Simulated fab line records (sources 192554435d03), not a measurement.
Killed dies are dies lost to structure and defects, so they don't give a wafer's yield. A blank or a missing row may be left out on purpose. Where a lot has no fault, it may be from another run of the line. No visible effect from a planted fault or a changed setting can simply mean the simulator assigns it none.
What tool caused it? + flow n5Finfet + 72 wafers from 24 lots sampled at 5 of the route's 1938 steps

WHAT THE GAUGES SHOWED, per wafer
N5_BEOL_M5_INSPECT_13: inspects for defects (brightfield).
| lot  | measured     | on               | rawDefectCount |
|------|--------------|------------------|----------------|
| L076 | day 8 03:53  | defectInspect-01 | 364 529 526    |
| L074 | day 8 12:05  | defectInspect-01 | 342 454 430    |
| L075 | day 8 12:08  | defectInspect-02 | 348 440 377    |
| L077 | day 9 08:14  | defectInspect-01 | 354 390 528    |
| L078 | day 9 11:28  | defectInspect-02 | 251 266 287    |
| L079 | day 9 14:49  | defectInspect-02 | 441 383 510    |
| L081 | day 9 14:40  | defectInspect-01 | 435 593 375    |
| L080 | day 9 16:54  | defectInspect-01 | 581 689 798    |
| L082 | day 10 11:22 | defectInspect-01 | 396 449 518    |
| L084 | day 10 16:59 | defectInspect-01 | 472 484 559    |
| L083 | day 10 17:13 | defectInspect-01 | 477 678 514    |
| L085 | day 10 19:17 | defectInspect-01 | 263 558 467    |
| L086 | day 11 02:06 | defectInspect-01 | 629 546 558    |
| L087 | day 11 10:11 | defectInspect-01 | 372 525 296    |
| L088 | day 11 16:59 | defectInspect-01 | 542 726 652    |
| L089 | day 11 16:45 | defectInspect-01 | 407 495 369    |
| L090 | day 11 18:00 | defectInspect-01 | 516 484 614    |
| L091 | day 12 01:44 | defectInspect-02 | 291 309 351    |
| L093 | day 12 23:19 | defectInspect-02 | 367 343 335    |
| L092 | day 12 23:25 | defectInspect-02 | 374 477 771    |
| L095 | day 13 07:14 | defectInspect-02 | 301 365 305    |
| L094 | day 13 08:14 | defectInspect-02 | 316 399 446    |
| L096 | day 13 14:11 | defectInspect-02 | 336 344 225    |
| L097 | day 13 14:15 | defectInspect-02 | 333 307 354    |

WHAT TOOL EACH LOT RAN ON (gives the tool, then ch and the chambers of the sampled wafers, and finally the start)
| lot  | N5_BEOL_M4_DESCUM_33              | N5_BEOL_M4_SPUTTER_79       | N5_BEOL_M4_ANNEAL_89        | N5_BEOL_M4_ANNEAL_95        |
|------|-----------------------------------|-----------------------------|-----------------------------|-----------------------------|
| L076 | rieDiel-06 ch 2,3, day 7 19:47    | pvdSputter-03, day 7 22:26  | pvdSputter-03, day 7 23:10  | pvdSputter-03, day 7 23:50  |
| L074 | rieDiel-05 ch 1,2, day 7 21:14    | pvdSputter-02, day 8 06:35  | pvdSputter-02, day 8 07:20  | pvdSputter-02, day 8 07:59  |
| L075 | rieDiel-04 ch 0,1, day 8 02:31    | pvdSputter-03, day 8 06:55  | pvdSputter-03, day 8 07:40  | pvdSputter-03, day 8 08:19  |
| L077 | rieDiel-06 ch 0,2,3, day 8 10:57  | pvdSputter-02, day 9 02:25  | pvdSputter-02, day 9 03:10  | pvdSputter-02, day 9 03:49  |
| L078 | rieDiel-06 ch 2,3, day 8 17:04    | pvdSputter-01, day 9 05:32  | pvdSputter-01, day 9 06:17  | pvdSputter-01, day 9 06:56  |
| L079 | rieDiel-05 ch 0,2,3, day 9 05:28  | pvdSputter-03, day 9 08:46  | pvdSputter-03, day 9 09:30  | pvdSputter-03, day 9 10:10  |
| L081 | rieDiel-06 ch 1,2, day 9 05:38    | pvdSputter-01, day 9 08:42  | pvdSputter-01, day 9 09:26  | pvdSputter-01, day 9 10:06  |
| L080 | rieDiel-05 ch 1,2, day 9 06:37    | pvdSputter-02, day 9 10:29  | pvdSputter-02, day 9 11:13  | pvdSputter-02, day 9 11:53  |
| L082 | rieDiel-06 ch 1,2,3, day 10 03:25 | pvdSputter-03, day 10 05:40 | pvdSputter-03, day 10 06:25 | pvdSputter-03, day 10 07:04 |
| L084 | rieDiel-04 ch 0,2,3, day 10 08:50 | pvdSputter-03, day 10 11:54 | pvdSputter-03, day 10 12:38 | pvdSputter-03, day 10 13:18 |
| L083 | rieDiel-04 ch 0,3, day 10 09:11   | pvdSputter-01, day 10 12:11 | pvdSputter-01, day 10 12:56 | pvdSputter-01, day 10 13:35 |
| L085 | rieDiel-06 ch 1,2, day 10 09:58   | pvdSputter-02, day 10 13:58 | pvdSputter-02, day 10 14:42 | pvdSputter-02, day 10 15:22 |
| L086 | rieDiel-04 ch 2,3, day 10 13:26   | pvdSputter-02, day 10 19:17 | pvdSputter-02, day 10 20:02 | pvdSputter-02, day 10 20:41 |
| L087 | rieDiel-04 ch 0,3, day 10 22:11   | pvdSputter-01, day 11 04:50 | pvdSputter-01, day 11 05:35 | pvdSputter-01, day 11 06:14 |
| L088 | rieDiel-05 ch 0,1,2, day 11 03:00 | pvdSputter-03, day 11 11:24 | pvdSputter-03, day 11 12:08 | pvdSputter-03, day 11 12:48 |
| L089 | rieDiel-06 ch 0,2,3, day 11 07:25 | pvdSputter-02, day 11 10:37 | pvdSputter-02, day 11 11:22 | pvdSputter-02, day 11 12:01 |
| L090 | rieDiel-06 ch 0,1,2, day 11 08:18 | pvdSputter-02, day 11 12:35 | pvdSputter-02, day 11 13:19 | pvdSputter-02, day 11 13:59 |
| L091 | rieDiel-06 ch 0,1,3, day 11 12:10 | pvdSputter-01, day 11 17:59 | pvdSputter-01, day 11 18:44 | pvdSputter-01, day 11 19:23 |
| L093 | rieDiel-06 ch 1,2, day 12 11:50   | pvdSputter-03, day 12 17:49 | pvdSputter-03, day 12 18:33 | pvdSputter-03, day 12 19:13 |
| L092 | rieDiel-06 ch 1,2, day 12 13:34   | pvdSputter-01, day 12 17:52 | pvdSputter-01, day 12 18:36 | pvdSputter-01, day 12 19:16 |
| L095 | rieDiel-05 ch 1,2, day 12 20:32   | pvdSputter-02, day 13 00:33 | pvdSputter-02, day 13 01:17 | pvdSputter-02, day 13 01:57 |
| L094 | rieDiel-05 ch 0,1,2, day 13 00:13 | pvdSputter-01, day 13 02:44 | pvdSputter-01, day 13 03:29 | pvdSputter-01, day 13 04:08 |
| L096 | rieDiel-06 ch 0,1,2, day 13 02:00 | pvdSputter-03, day 13 07:53 | pvdSputter-03, day 13 08:37 | pvdSputter-03, day 13 09:17 |
| L097 | rieDiel-06 ch 1,2,3, day 13 02:24 | pvdSputter-02, day 13 08:16 | pvdSputter-02, day 13 09:00 | pvdSputter-02, day 13 09:40 |
- N5_BEOL_M4_DESCUM_33: chemistry O2, time 7 s.
- N5_BEOL_M4_SPUTTER_79: material Cu, target thk 4.5 nm, time 8.29 s.
- N5_BEOL_M4_ANNEAL_89: time 240 s.
- N5_BEOL_M4_ANNEAL_95: time 240 s.

AS READ BY THE TOOLS THEMSELVES (means over the sampled wafers that have a number; for cases with no such wafer, the mark the record gives instead)
N5_BEOL_M4_DESCUM_33.
| lot  | tool       | drypumpMotorCurrentA (A) | oesProductAu (a.u.) | rfVppV (V) | showerheadPlenumPTorr (Torr) | tempC (C) | throttleValvePct (%) |
|------|------------|--------------------------|---------------------|------------|------------------------------|-----------|----------------------|
| L076 | rieDiel-06 | 5.6                      | 0.80                | 244.2      | 2.15                         | 40.10     | 20.37                |
| L074 | rieDiel-05 | 5.3                      | 0.73                | 242.1      | 2.02                         | 40.05     | 20.51                |
| L075 | rieDiel-04 | 6.4                      | 0.72                | 243.8      | 2.16                         | 40.01     | 20.57                |
| L077 | rieDiel-06 | 5.7                      | 0.76                | 243.8      | 2.13                         | 40.05     | 20.49                |
| L078 | rieDiel-06 | 5.6                      | 0.81                | 244.1      | 2.15                         | 40.10     | 20.37                |
| L079 | rieDiel-05 | 5.5                      | 0.83                | 243.0      | 2.08                         | 39.99     | 20.39                |
| L081 | rieDiel-06 | 5.0                      | 0.76                | 244.9      | 2.16                         | 39.97     | 20.32                |
| L080 | rieDiel-05 | 5.3                      | 0.92                | 244.7      | 2.19                         | 39.92     | 20.30                |
| L082 | rieDiel-06 | 5.2                      | 0.76                | 243.5      | 2.12                         | 39.98     | 20.38                |
| L084 | rieDiel-04 | 6.2                      | 0.81                | 243.3      | 2.06                         | 40.05     | 20.40                |
| L083 | rieDiel-04 | 6.5                      | 0.74                | 243.4      | 2.09                         | 39.95     | 20.42                |
| L085 | rieDiel-06 | 5.0                      | 0.75                | 244.4      | 2.16                         | 40.09     | 20.35                |
| L086 | rieDiel-04 | 5.9                      | 0.87                | 242.6      | 2.02                         | 39.95     | 20.38                |
| L087 | rieDiel-04 | 6.4                      | 0.75                | 241.9      | 2.05                         | 40.03     | 20.56                |
| L088 | rieDiel-05 | 5.1                      | 0.91                | 243.9      | 2.19                         | 39.95     | 20.36                |
| L089 | rieDiel-06 | 5.8                      | 0.84                | 243.0      | 2.12                         | 40.01     | 20.38                |
| L090 | rieDiel-06 | 5.4                      | 0.81                | 243.8      | 2.10                         | 39.85     | 20.38                |
| L091 | rieDiel-06 | 5.6                      | 0.81                | 243.0      | 2.06                         | 39.99     | 20.42                |
| L093 | rieDiel-06 | 4.9                      | 0.71                | 243.6      | 2.09                         | 40.09     | 20.40                |
| L092 | rieDiel-06 | 4.9                      | 0.70                | 243.2      | 2.09                         | 39.94     | 20.41                |
| L095 | rieDiel-05 | 5.3                      | 0.86                | 244.7      | 2.17                         | 40.21     | 20.35                |
| L094 | rieDiel-05 | 5.1                      | 0.87                | 244.5      | 2.18                         | 40.04     | 20.39                |
| L096 | rieDiel-06 | 5.4                      | 0.78                | 242.9      | 2.09                         | 39.93     | 20.39                |
| L097 | rieDiel-06 | 5.3                      | 0.73                | 243.5      | 2.11                         | 40.10     | 20.42                |

N5_BEOL_M4_SPUTTER_79.
| lot  | tool          | throttleValvePct (%) |
|------|---------------|----------------------|
| L076 | pvdSputter-03 | 29.9                 |
| L074 | pvdSputter-02 | 31.9                 |
| L075 | pvdSputter-03 | 30.0                 |
| L077 | pvdSputter-02 | 31.1                 |
| L078 | pvdSputter-01 | 30.7                 |
| L079 | pvdSputter-03 | 30.9                 |
| L081 | pvdSputter-01 | 29.7                 |
| L080 | pvdSputter-02 | 31.4                 |
| L082 | pvdSputter-03 | 30.9                 |
| L084 | pvdSputter-03 | 29.9                 |
| L083 | pvdSputter-01 | 29.8                 |
| L085 | pvdSputter-02 | 31.0                 |
| L086 | pvdSputter-02 | 31.2                 |
| L087 | pvdSputter-01 | 30.5                 |
| L088 | pvdSputter-03 | 29.0                 |
| L089 | pvdSputter-02 | 31.0                 |
| L090 | pvdSputter-02 | 31.5                 |
| L091 | pvdSputter-01 | 29.8                 |
| L093 | pvdSputter-03 | 30.0                 |
| L092 | pvdSputter-01 | 29.7                 |
| L095 | pvdSputter-02 | 31.9                 |
| L094 | pvdSputter-01 | 28.9                 |
| L096 | pvdSputter-03 | 30.0                 |
| L097 | pvdSputter-02 | 32.0                 |

N5_BEOL_M4_ANNEAL_89.
| lot  | tool          | heaterPowerW (W) |
|------|---------------|------------------|
| L076 | pvdSputter-03 | 738              |
| L074 | pvdSputter-02 | 822              |
| L075 | pvdSputter-03 | 878              |
| L077 | pvdSputter-02 | 984              |
| L078 | pvdSputter-01 | 806              |
| L079 | pvdSputter-03 | 808              |
| L081 | pvdSputter-01 | 803              |
| L080 | pvdSputter-02 | 724              |
| L082 | pvdSputter-03 | 873              |
| L084 | pvdSputter-03 | 865              |
| L083 | pvdSputter-01 | 822              |
| L085 | pvdSputter-02 | 1026             |
| L086 | pvdSputter-02 | 881              |
| L087 | pvdSputter-01 | 897              |
| L088 | pvdSputter-03 | 852              |
| L089 | pvdSputter-02 | 984              |
| L090 | pvdSputter-02 | 726              |
| L091 | pvdSputter-01 | 818              |
| L093 | pvdSputter-03 | 866              |
| L092 | pvdSputter-01 | 854              |
| L095 | pvdSputter-02 | 787              |
| L094 | pvdSputter-01 | 798              |
| L096 | pvdSputter-03 | 862              |
| L097 | pvdSputter-02 | 774              |

N5_BEOL_M4_ANNEAL_95.
| lot  | tool          | heaterPowerW (W) |
|------|---------------|------------------|
| L076 | pvdSputter-03 | 723              |
| L074 | pvdSputter-02 | 806              |
| L075 | pvdSputter-03 | 856              |
| L077 | pvdSputter-02 | 985              |
| L078 | pvdSputter-01 | 813              |
| L079 | pvdSputter-03 | 802              |
| L081 | pvdSputter-01 | 805              |
| L080 | pvdSputter-02 | 715              |
| L082 | pvdSputter-03 | 869              |
| L084 | pvdSputter-03 | 852              |
| L083 | pvdSputter-01 | 823              |
| L085 | pvdSputter-02 | 1026             |
| L086 | pvdSputter-02 | 879              |
| L087 | pvdSputter-01 | 884              |
| L088 | pvdSputter-03 | 849              |
| L089 | pvdSputter-02 | 991              |
| L090 | pvdSputter-02 | 708              |
| L091 | pvdSputter-01 | 814              |
| L093 | pvdSputter-03 | 872              |
| L092 | pvdSputter-01 | 850              |
| L095 | pvdSputter-02 | 782              |
| L094 | pvdSputter-01 | 807              |
| L096 | pvdSputter-03 | 844              |
| L097 | pvdSputter-02 | 791              |

THE ANSWER, worked out from the rows above alone
Rule: the lots themselves supply what counts as usual. Put in order of their means at a reading, lots are off if they are a third of the lots or fewer, leave a main group of 4 or more, and stand apart from it by a gap of 3 or more times the standard deviation of the main group's means; of several such gaps the widest counts. The tables above print the reading to a certain number of digits; a main group whose means all agree to those digits is not used. A lot without any number at a reading at which 4 lots or more have one is off too. All remaining lots with rows at the step are treated as sound. After the gauges, taken in route order, come the tools' own readings; for these a lot's mean is taken, as printed above. At the first step where some lot is off, the reading lying furthest off is the one used; lots without a number count as furthest.
None of the lots is off at any reading shown; this tells nothing.

WHAT WAS PUT IN BY THE SIMULATOR
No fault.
